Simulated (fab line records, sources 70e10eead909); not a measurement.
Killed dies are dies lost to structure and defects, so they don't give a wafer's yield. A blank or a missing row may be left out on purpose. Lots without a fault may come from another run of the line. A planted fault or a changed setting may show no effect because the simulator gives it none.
A struck lot beside a sound one | flow nand_harc | 13 steps out of a route of 1302
Sound: wafers L477.1, L477.3, L477.5. Struck: wafers L475.2, L475.3, L475.4. The cause comes at the end.
At each step with rows: each side's tool, then ch and its chambers, then its first start. Under that, the readings that differ: sound wafers | struck wafers | difference of the means | sigmas: that difference in standard deviations of wafers without a fault.
alike: readings whose means differ by less than 2 such deviations, and words and numbers that are the same on both sides. not compared: withheld readings, readings that some wafer has no value for, bounds like >300 that may hide the same value, and numbers for which the record gives no deviation and whose values overlap.
The two part at a step that has a row with sigmas, a row that says differs or no value, or rows on one side only. Numbers that don't overlap but have no deviation are shown without sigmas and don't part them. A reading that every wafer of one side lacks parts them only if that side has two wafers or more.

NHARC_A_STAIRCASE_ETCH_170: etches the open film in C4F6/O2, target depth 200 nm, time 66.667 s.
  sound on rie_diel-13 ch 0,1,3; struck on rie_diel-13 ch 0,1,2
  alike: drypump_motor_current_A, oes_product_au, rf_vpp_V, showerhead_plenum_p_Torr, throttle_valve_pct
  not compared: rf_hours_counter_h
NHARC_A_STAIRCASE_STRIP_171: strips in O2.
  sound on plasma_asher-02 ch 0,1, day 21 14:47; struck on plasma_asher-01 ch 0,1, day 20 08:10
  alike: drypump_motor_current_A, heater_power_w
  not compared: rf_hours_counter_h
then, 10 steps without rows for these wafers: NHARC_A_STAIRCASE_STRIP_172 (strips in SPM, time 900 s); NHARC_A_STAIRCASE_PRECLEAN_173 (cleans in SC1); NHARC_A_STAIRCASE_SRD_174; NHARC_A_STAIRCASE_DEHYDRATE_01 (time 120 s); NHARC_A_STAIRCASE_HMDS_02 (time 30 s); NHARC_A_STAIRCASE_COAT_03; NHARC_A_STAIRCASE_SOFTBAKE_04 (time 170 s); NHARC_A_STAIRCASE_EBR_05; NHARC_A_STAIRCASE_EXPOSE_06 (exposes mask STAIR); NHARC_A_STAIRCASE_PEB_07 (peb time 130 s).
NHARC_A_STAIRCASE_DEVELOP_08: time 140 s.
  sound on litho_track-05 ch 0, day 21 15:00; struck on litho_track-05, day 20 09:00
  no value came back on the struck wafers for chill_plate_temp_C (C), exhaust_pa (Pa); on the sound wafers chill_plate_temp_C (C) reads 23.11 23.23 23.19

WHERE THEY PART
Only at NHARC_A_STAIRCASE_DEVELOP_08, within this record.

WHY: what the simulator had put in
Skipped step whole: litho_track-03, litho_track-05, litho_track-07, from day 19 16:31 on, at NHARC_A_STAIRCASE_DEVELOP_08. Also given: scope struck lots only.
